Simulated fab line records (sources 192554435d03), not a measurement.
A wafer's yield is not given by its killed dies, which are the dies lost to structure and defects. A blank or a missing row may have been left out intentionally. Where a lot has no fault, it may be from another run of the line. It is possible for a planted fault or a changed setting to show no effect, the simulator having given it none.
The tool behind it: which one? + flow n5 finfet + 72 wafers from 24 lots sampled at 5 of the route's 1938 steps

== WHAT THE GAUGES READ, wafer by wafer ==
N5_BEOL_M3_THK_MEAS_53: measures by xrf. Usual: for M3_THK the level is 41.4 nm and the standard deviation is 2.
| lot  | measured     | on            | M3_THK (nm)    | flag |
|------|--------------|---------------|----------------|------|
| L075 | day 7 08:20  | film metro-01 | 41.3 43.2 43.7 |      |
| L074 | day 7 12:12  | film metro-01 | 38.3 36.1 40.6 |      |
| L076 | day 7 22:29  | film metro-02 | 38.7 41.8 40.8 |      |
| L077 | day 8 01:23  | film metro-02 | 39.1 38.6 40.2 |      |
| L079 | day 8 14:31  | film metro-01 | 40.7 42.5 43.4 |      |
| L078 | day 8 17:40  | film metro-01 | 41.1 41.0 44.3 |      |
| L080 | day 8 19:44  | film metro-01 | 40.2 39.2 41.0 |      |
| L081 | day 9 05:32  | film metro-02 | 43.0 45.7 40.7 |      |
| L082 | day 9 09:37  | film metro-01 | 42.9 41.6 44.7 |      |
| L083 | day 9 11:31  | film metro-02 | 38.6 36.9 39.9 |      |
| L084 | day 10 03:19 | film metro-02 | 40.5 42.2 42.7 |      |
| L087 | day 10 16:42 | film metro-02 | 43.9 43.8 44.0 |      |
| L085 | day 10 23:29 | film metro-01 | 41.1 43.1 40.6 |      |
| L086 | day 10 23:47 | film metro-02 | 39.0 40.9 40.4 |      |
| L088 | day 11 12:22 | film metro-02 | 41.8 43.0 43.1 |      |
| L089 | day 11 14:57 | film metro-01 | 40.1 40.4 41.4 |      |
| L091 | day 11 17:08 | film metro-01 | 39.5 42.1 42.5 |      |
| L090 | day 11 21:38 | film metro-02 | 37.2 41.7 38.7 |      |
| L092 | day 12 00:03 | film metro-02 | 39.6 41.5 42.3 |      |
| L093 | day 12 01:01 | film metro-01 | 40.0 42.6 41.8 |      |
| L094 | day 12 03:22 | film metro-01 | 38.8 42.2 40.7 |      |
| L095 | day 12 14:35 | film metro-01 | 42.6 40.8 45.3 |      |
| L096 | day 13 05:16 | film metro-02 | 42.4 42.6 42.6 |      |
| L097 | day 13 14:35 | film metro-02 | 42.9 42.3 43.9 |      |

N5_BEOL_M3_INSPECT_59: inspects for defects (darkfield). Usual: raw defect count 76, standard deviation 23.
| lot  | measured     | on                | raw defect count | flag |
|------|--------------|-------------------|------------------|------|
| L075 | day 7 08:37  | defect inspect-02 | 70 60 117        |      |
| L074 | day 7 12:30  | defect inspect-02 | 75 84 110        |      |
| L076 | day 7 22:46  | defect inspect-01 | 104 108 100      |      |
| L077 | day 8 01:40  | defect inspect-01 | 53 49 70         |      |
| L079 | day 8 14:58  | defect inspect-01 | 56 59 42         |      |
| L078 | day 8 17:58  | defect inspect-02 | 73 73 82         |      |
| L080 | day 8 20:01  | defect inspect-01 | 108 64 51        |      |
| L081 | day 9 05:49  | defect inspect-01 | 62 73 61         |      |
| L082 | day 9 09:54  | defect inspect-01 | 54 67 72         |      |
| L083 | day 9 11:52  | defect inspect-02 | 73 90 58         |      |
| L084 | day 10 03:37 | defect inspect-02 | 37 50 42         |      |
| L087 | day 10 16:59 | defect inspect-01 | 73 58 109        |      |
| L085 | day 10 23:47 | defect inspect-02 | 68 67 127        |      |
| L086 | day 11 00:04 | defect inspect-01 | 74 68 32         |      |
| L088 | day 11 12:40 | defect inspect-02 | 108 113 115      |      |
| L089 | day 11 15:14 | defect inspect-02 | 97 77 79         |      |
| L091 | day 11 17:37 | defect inspect-02 | 95 81 96         |      |
| L090 | day 11 21:56 | defect inspect-02 | 99 58 44         |      |
| L092 | day 12 00:20 | defect inspect-01 | 56 80 76         |      |
| L093 | day 12 01:20 | defect inspect-01 | 82 57 76         |      |
| L094 | day 12 03:39 | defect inspect-01 | 49 72 39         |      |
| L095 | day 12 14:53 | defect inspect-02 | 112 74 54        |      |
| L096 | day 13 05:33 | defect inspect-01 | 49 77 66         |      |
| L097 | day 13 15:08 | defect inspect-01 | 70 46 43         |      |

== WHICH TOOL RAN EACH LOT (tool, then ch and the chambers of the sampled wafers, then the start) ==
| lot  | N5_BEOL_M3_ALD_84                   | N5_BEOL_M3_PRE_CLEAN_60          | N5_BEOL_M3_DEP_57               |
|------|-------------------------------------|----------------------------------|---------------------------------|
| L075 | ald metal-02 ch 0,2,3, day 7 05:17  | cvd co-01 ch 0,2, day 7 08:22    | pecvd-02 ch 0,1,2, day 7 08:32  |
| L074 | ald metal-04 ch 0,2,3, day 7 08:51  | cvd co-02 ch 0,2, day 7 12:14    | pecvd-01 ch 0,1, day 7 12:23    |
| L076 | ald metal-04 ch 0,1,2, day 7 19:11  | cvd co-02 ch 0,1, day 7 22:31    | pecvd-02 ch 0,2, day 7 22:41    |
| L077 | ald metal-02 ch 0,3, day 7 22:16    | cvd co-01 ch 0,1,2, day 8 01:26  | pecvd-03 ch 0,1,2, day 8 01:36  |
| L079 | ald metal-02 ch 1,2,3, day 8 11:06  | cvd co-02 ch 1,2, day 8 14:43    | pecvd-03 ch 0,1, day 8 14:52    |
| L078 | ald metal-03 ch 1,2,3, day 8 11:09  | cvd co-02 ch 1,2, day 8 17:43    | pecvd-03 ch 1,2, day 8 17:52    |
| L080 | ald metal-03 ch 0,2,3, day 8 16:28  | cvd co-02 ch 0,2, day 8 19:46    | pecvd-03 ch 0,1, day 8 19:55    |
| L081 | ald metal-03 ch 0,3, day 9 00:45    | cvd co-02 ch 0,2, day 9 05:34    | pecvd-03 ch 1,2, day 9 05:44    |
| L082 | ald metal-04 ch 0,1,2, day 9 05:44  | cvd co-02 ch 1,2, day 9 09:39    | pecvd-03 ch 0,1,2, day 9 09:49  |
| L083 | ald metal-03 ch 1,2,3, day 9 08:24  | cvd co-02 ch 0,1, day 9 11:34    | pecvd-01 ch 0,1,2, day 9 11:46  |
| L084 | ald metal-04 ch 1,2,3, day 9 23:44  | cvd co-01 ch 1,2, day 10 03:22   | pecvd-02 ch 0,1, day 10 03:31   |
| L087 | ald metal-02 ch 0,1,3, day 10 13:38 | cvd co-01 ch 0,1,2, day 10 16:44 | pecvd-02 ch 0,1, day 10 16:54   |
| L085 | ald metal-04 ch 1,2,3, day 10 20:20 | cvd co-01 ch 1,2, day 10 23:32   | pecvd-02 ch 0,1, day 10 23:41   |
| L086 | ald metal-03 ch 1,2, day 10 20:25   | cvd co-02 ch 0,1,2, day 10 23:49 | pecvd-02 ch 0,1, day 10 23:58   |
| L088 | ald metal-03 ch 1,2,3, day 11 09:08 | cvd co-01 ch 0,1, day 11 12:23   | pecvd-01 ch 0,2, day 11 12:34   |
| L089 | ald metal-03 ch 0,1, day 11 11:50   | cvd co-01 ch 0,2, day 11 14:59   | pecvd-03 ch 0,2, day 11 15:08   |
| L091 | ald metal-04 ch 1,2, day 11 12:14   | cvd co-02 ch 0,1, day 11 17:20   | pecvd-01 ch 0,2, day 11 17:30   |
| L090 | ald metal-03 ch 1,3, day 11 16:50   | cvd co-01 ch 0,2, day 11 21:41   | pecvd-03 ch 1,2, day 11 21:50   |
| L092 | ald metal-03 ch 0,1,2, day 11 20:55 | cvd co-01 ch 1,2, day 12 00:05   | pecvd-02 ch 0,2, day 12 00:14   |
| L093 | ald metal-04 ch 1,2,3, day 11 21:34 | cvd co-02 ch 0,2, day 12 01:03   | pecvd-01 ch 0,2, day 12 01:13   |
| L094 | ald metal-03 ch 0,1,3, day 12 00:20 | cvd co-01 ch 0,1, day 12 03:24   | pecvd-02 ch 0,2, day 12 03:33   |
| L095 | ald metal-04 ch 1,2,3, day 12 11:13 | cvd co-02 ch 0,1,2, day 12 14:38 | pecvd-02 ch 0,1, day 12 14:48   |
| L096 | ald metal-03 ch 1,2,3, day 13 02:10 | cvd co-02 ch 0,1,2, day 13 05:19 | pecvd-03 ch 0,1,2, day 13 05:28 |
| L097 | ald metal-03 ch 0,1,3, day 13 11:34 | cvd co-01 ch 0,2, day 13 14:37   | pecvd-01 ch 0,1, day 13 14:46   |
- N5_BEOL_M3_ALD_84: deposits TaN, pulse time 2 s, purge time 3 s, co reactant purge time 2 s.
- N5_BEOL_M3_PRE_CLEAN_60: time 15 s.
- N5_BEOL_M3_DEP_57: deposits SiCN from 3MS/NH3, target thk 8 nm, time 14 s.

== WHAT THE TOOLS THEMSELVES READ (means of the sampled wafers that have a number; where no wafer has one, the mark that the record gives instead) ==
N5_BEOL_M3_ALD_84. Usual: heater power w 417 W, standard deviation 25; mfc carrier sccm 1500 sccm, standard deviation 4.2; precursor vessel carrier sccm 1000.2 sccm, standard deviation 2.8.
| lot  | tool         | heater power w (W) | mfc carrier sccm (sccm) | precursor vessel carrier sccm (sccm) | flag |
|------|--------------|--------------------|-------------------------|--------------------------------------|------|
| L075 | ald metal-02 | 441                | 1505                    | 1001.9                               |      |
| L074 | ald metal-04 | 407                | 1496                    | 999.4                                |      |
| L076 | ald metal-04 | 390                | 1496                    | 1001.6                               |      |
| L077 | ald metal-02 | 440                | 1499                    | 997.9                                |      |
| L079 | ald metal-02 | 418                | 1496                    | 1001.2                               |      |
| L078 | ald metal-03 | 439                | 1500                    | 1001.5                               |      |
| L080 | ald metal-03 | 430                | 1501                    | 1000.2                               |      |
| L081 | ald metal-03 | 442                | 1500                    | 997.8                                |      |
| L082 | ald metal-04 | 398                | 1498                    | 997.6                                |      |
| L083 | ald metal-03 | 430                | 1504                    | 1000.4                               |      |
| L084 | ald metal-04 | 398                | 1504                    | 1001.6                               |      |
| L087 | ald metal-02 | 420                | 1499                    | 1000.9                               |      |
| L085 | ald metal-04 | 406                | 1503                    | 1001.0                               |      |
| L086 | ald metal-03 | 421                | 1502                    | 999.0                                |      |
| L088 | ald metal-03 | 431                | 1500                    | 999.9                                |      |
| L089 | ald metal-03 | 412                | 1501                    | 998.7                                |      |
| L091 | ald metal-04 | 377                | 1501                    | 998.9                                |      |
| L090 | ald metal-03 | 435                | 1501                    | 1002.7                               |      |
| L092 | ald metal-03 | 413                | 1499                    | 998.3                                |      |
| L093 | ald metal-04 | 406                | 1503                    | 1001.2                               |      |
| L094 | ald metal-03 | 417                | 1498                    | 1002.4                               |      |
| L095 | ald metal-04 | 401                | 1504                    | 1000.3                               |      |
| L096 | ald metal-03 | 431                | 1500                    | 1001.7                               |      |
| L097 | ald metal-03 | 420                | 1501                    | 1000.7                               |      |

N5_BEOL_M3_PRE_CLEAN_60. Usual: heater power w 90 W, standard deviation 5.9.
| lot  | tool      | heater power w (W) | flag |
|------|-----------|--------------------|------|
| L075 | cvd co-01 | 95                 |      |
| L074 | cvd co-02 | 86                 |      |
| L076 | cvd co-02 | 92                 |      |
| L077 | cvd co-01 | 95                 |      |
| L079 | cvd co-02 | 83                 |      |
| L078 | cvd co-02 | 83                 |      |
| L080 | cvd co-02 | 90                 |      |
| L081 | cvd co-02 | 87                 |      |
| L082 | cvd co-02 | 83                 |      |
| L083 | cvd co-02 | 90                 |      |
| L084 | cvd co-01 | 92                 |      |
| L087 | cvd co-01 | 93                 |      |
| L085 | cvd co-01 | 91                 |      |
| L086 | cvd co-02 | 87                 |      |
| L088 | cvd co-01 | 95                 |      |
| L089 | cvd co-01 | 94                 |      |
| L091 | cvd co-02 | 86                 |      |
| L090 | cvd co-01 | 97                 |      |
| L092 | cvd co-01 | 91                 |      |
| L093 | cvd co-02 | 91                 |      |
| L094 | cvd co-01 | 93                 |      |
| L095 | cvd co-02 | 88                 |      |
| L096 | cvd co-02 | 87                 |      |
| L097 | cvd co-01 | 96                 |      |

N5_BEOL_M3_DEP_57. Usual: showerhead plenum p Torr 3.664 Torr, standard deviation 0.009; throttle valve pct 9.1 %, standard deviation 0.47.
| lot  | tool     | showerhead plenum p Torr (Torr) | throttle valve pct (%) | flag |
|------|----------|---------------------------------|------------------------|------|
| L075 | pecvd-02 | 3.657                           | 9.4                    |      |
| L074 | pecvd-01 | 3.673                           | 9.6                    |      |
| L076 | pecvd-02 | 3.666                           | 9.1                    |      |
| L077 | pecvd-03 | 3.664                           | 8.7                    |      |
| L079 | pecvd-03 | 3.659                           | 8.9                    |      |
| L078 | pecvd-03 | 3.659                           | 9.0                    |      |
| L080 | pecvd-03 | 3.665                           | 9.1                    |      |
| L081 | pecvd-03 | 3.658                           | 8.5                    |      |
| L082 | pecvd-03 | 3.653                           | 8.8                    |      |
| L083 | pecvd-01 | 3.670                           | 9.4                    |      |
| L084 | pecvd-02 | 3.668                           | 9.7                    |      |
| L087 | pecvd-02 | 3.670                           | 9.5                    |      |
| L085 | pecvd-02 | 3.670                           | 9.6                    |      |
| L086 | pecvd-02 | 3.670                           | 9.5                    |      |
| L088 | pecvd-01 | 3.669                           | 9.3                    |      |
| L089 | pecvd-03 | 3.659                           | 8.5                    |      |
| L091 | pecvd-01 | 3.667                           | 8.9                    |      |
| L090 | pecvd-03 | 3.663                           | 8.9                    |      |
| L092 | pecvd-02 | 3.665                           | 9.5                    |      |
| L093 | pecvd-01 | 3.671                           | 9.2                    |      |
| L094 | pecvd-02 | 3.663                           | 9.3                    |      |
| L095 | pecvd-02 | 3.670                           | 9.5                    |      |
| L096 | pecvd-03 | 3.654                           | 8.8                    |      |
| L097 | pecvd-01 | 3.672                           | 9.5                    |      |

== THE ANSWER, worked out from the rows above alone ==
Rule: take the mean of a lot's wafers that have a number; if it is more than 3 standard deviations from the usual mean, the lot is off. A lot without any number at a reading at which 4 lots or more have one is off too. Where the step has rows for the other lots, those lots are counted as sound. The gauges are gone through in route order, then the tools' own readings, and for those a lot's mean is taken as printed above. The first step at which some lot is off is used, and at that step the reading that is off furthest; a lot without a number counts as furthest.
No lot is off on any of the readings shown, so nothing can be concluded from this.

== WHAT THE SIMULATOR HAD INSERTED ==
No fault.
